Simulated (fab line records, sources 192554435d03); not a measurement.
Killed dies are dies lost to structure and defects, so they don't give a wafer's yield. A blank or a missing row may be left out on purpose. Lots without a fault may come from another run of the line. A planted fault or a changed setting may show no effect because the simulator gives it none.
Split-lot experiment | flow n5_finfet | 7 lots, 21 wafers read, on a route of 1938 steps

THE SPLIT
At N5_BEOL_M14_ETCH_68 (etches SOC in N2/H2, time 450 s), the setting time_s was moved away from the recipe's 450 s on 7 of the 21 wafers read, by -17.8% to +13.0%. The other wafers ran this setting at the recipe's value.

The reading is taken at the split's own step.

THE READING
SiARC_of_BEOL_M14_COAT_66.thk_nm (the simulator's own value, which no gauge read), in nm, at N5_BEOL_M14_ETCH_68 (etches SOC in N2/H2, time 450 s). The file gives no usual value for it. The 14 wafers here that ran the recipe average 65.1 nm, standard deviation 0.47 nm.

wafer  | tool, chamber at the split | time_s as run, s | against the recipe | SiARC_of_BEOL_M14_COAT_66.thk_nm, nm | against lot-mates on the recipe
L074.3 | rie_diel-03, 2             | 450              | recipe             | 65.4                                 | -
L074.4 | rie_diel-03, 1             | 450              | recipe             | 64.6                                 | -
L074.6 | rie_diel-03, 1             | 508.3            | +13.0%             | 59.4                                 | -5.6
L078.3 | rie_diel-03, 1             | 450              | recipe             | 65.4                                 | -
L078.4 | rie_diel-03, 3             | 450              | recipe             | 64                                   | -
L078.5 | rie_diel-03, 1             | 370              | -17.8%             | 73                                   | +8.3
L080.1 | rie_diel-03, 1,1,2         | 450              | recipe             | 65                                   | -
L080.5 | rie_diel-03, 1,1,2         | 450              | recipe             | 65                                   | -
L080.6 | rie_diel-03, 1,1,2         | 450              | recipe             | 65                                   | -
L083.1 | rie_diel-02, 2,1           | 450              | recipe             | 65.2                                 | -
L083.4 | rie_diel-02, 2,1           | 450              | recipe             | 65.2                                 | -
L083.5 | rie_diel-02, 3             | 450              | recipe             | 65                                   | -
L084.3 | rie_diel-02, 2,0           | 421.6            | -6.3%              | 68.4                                 | +3.4
L084.5 | rie_diel-02, 2,0           | 421.6            | -6.3%              | 68.4                                 | +3.4
L084.4 | rie_diel-02, 1             | 450              | recipe             | 65                                   | -
L093.2 | rie_diel-02, 3             | 450              | recipe             | 65.8                                 | -
L093.4 | rie_diel-02, 2             | 377.5            | -16.1%             | 72.6                                 | +6.7
L093.6 | rie_diel-02, 3             | 450              | recipe             | 66                                   | -
L094.2 | rie_diel-02, 1             | 477.8            | +6.2%              | 62                                   | -2.8
L094.5 | rie_diel-02, 0             | 477.8            | +6.2%              | 62.4                                 | -2.4
L094.6 | rie_diel-02, 3             | 450              | recipe             | 64.8                                 | -
Where a row lists several chambers, the file gives one row for several wafers and doesn't say which wafer went through which chamber.

THE FIT
A straight line over all 21 wafers: SiARC_of_BEOL_M14_COAT_66.thk_nm changes by -0.458 nm for each +1% of time_s; r = -0.99; the points scatter about the line by 0.44 nm.
The same after taking each lot's own level away (the mean of its wafers on the recipe; 21 wafers): -0.446 nm for each +1%; r = -0.99; scatter 0.36 nm.
On that fit, the largest move of time_s shifts the reading by 7.9 nm.
The lots' own levels span 64.70 to 65.90 nm, that is 2.6 times the standard deviation above.
So the lot-to-lot level changes the slope little: the two slopes agree.
Check: with one of the wafers moved furthest among these (-17.8%) left out of the fit, the line predicts +7.84 nm for it against its lot-mates. It came out at +8.3 nm against them.

OTHER SPLITS ON THESE WAFERS
These wafers also went through other splits before the reading. Each is held against what the fit with the lots' levels taken away leaves over:
other split on the same wafers    | wafers away from the commonest value | r with SiARC_of_BEOL_M14_COAT_66.thk_nm (lot level and that fit taken away)
N5_BEOL_M11_COAT_22 spin_rpm      | 10                                   | +0.00
N5_BEOL_M11_ETCH_66 time_s        | 6                                    | -0.24
N5_BEOL_M12_TRENCH_ETCH_34 time_s | 7                                    | +0.02
N5_BEOL_M12_SPUTTER_45 time_s     | 5                                    | +0.14
N5_BEOL_M13_ETCH_68 time_s        | 8                                    | +0.39
N5_BEOL_M14_EXPOSE_25 dose_mj     | 10                                   | -0.08

THE FILE'S OWN FIT
SiARC_of_BEOL_M14_COAT_66.thk_nm changes by -0.445 nm for each +1% of time_s, r = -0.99.
